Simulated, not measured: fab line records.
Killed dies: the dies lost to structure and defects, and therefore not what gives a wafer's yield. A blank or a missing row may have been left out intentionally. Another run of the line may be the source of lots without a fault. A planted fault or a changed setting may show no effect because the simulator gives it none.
One fault through the eyes of 2 desks | flow nand harc | every desk sees just its own numbers, and what lay behind them comes last

## FOR THE TOOL OWNER'S DESK: litho track-01
At NHARC_A_CHANNEL_HOLE_D1_SOFTBAKE_05 (time 55 s), the tool's own readings, given per lot that ran on this tool as the mean of the sampled wafers with a number. The brackets show how far a lot's mean lies from the usual mean; more than 4 standard deviations puts the lot out of limits, marked OUT.
Columns: A = heater power total W at NHARC_A_CHANNEL_HOLE_D1_SOFTBAKE_05, usual 188.45 W
lot  | first seen here | A
L721 | day 8 02:00     | 188.44
L728 | day 10 04:00    | 233.40 (+99 or more) OUT
L732 | day 10 18:00    | 233.32 (+99 or more) OUT
This desk's verdict: out of limits on L728, L732, starting with L728 at day 10 04:00 (heater power total W at NHARC_A_CHANNEL_HOLE_D1_SOFTBAKE_05). In limits: L721.

## FROM THE METROLOGY DESK
What the gauges read, lot by lot, whatever tool the lot ran on: means of the sampled wafers that have a number. The brackets show how far a lot's mean lies from the usual mean; more than 4 standard deviations puts the lot out of limits, marked OUT.
Columns: A = thk nm at NHARC_A_ONON_D1_THK_MEAS_21, usual 1001 nm
lot  | first seen here | A
L721 | day 7 18:35     | 1015
L728 | day 9 23:05     | 1005
L731 | day 10 09:58    | 1014
L732 | day 10 09:59    | 991
L733 | day 11 02:17    | 1012
L735 | day 11 10:37    | 1011
L737 | day 11 10:38    | 1001
L738 | day 12 06:10    | 996
L736 | day 12 06:10    | 989
L741 | day 12 19:39    | 1007
L744 | day 13 07:49    | 996
L742 | day 13 07:57    | 1005
L743 | day 13 08:10    | 983
This desk's finding: nothing out of limits on any of the 13 lots.

## ALL TOGETHER
At day 10 04:00, on L728, L732, the tool owner's desk was in a position to raise an alarm.
Nothing out of limits was seen by the metrology desk.
The metrology desk has L728, L732 on record, within its limits.
NHARC_A_CHANNEL_HOLE_D1_SOFTBAKE_05 was run on litho track-01 by each of the lots named.

## WHAT THE SIMULATOR HAD INSERTED
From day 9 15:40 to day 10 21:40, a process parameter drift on litho track-01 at NHARC_A_CHANNEL_HOLE_D1_SOFTBAKE_05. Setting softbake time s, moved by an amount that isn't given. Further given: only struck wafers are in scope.
Lots struck among those shown: L728, L732.
Each desk's first reading out of limits, in hours after the fault started: the tool owner's desk, 12.
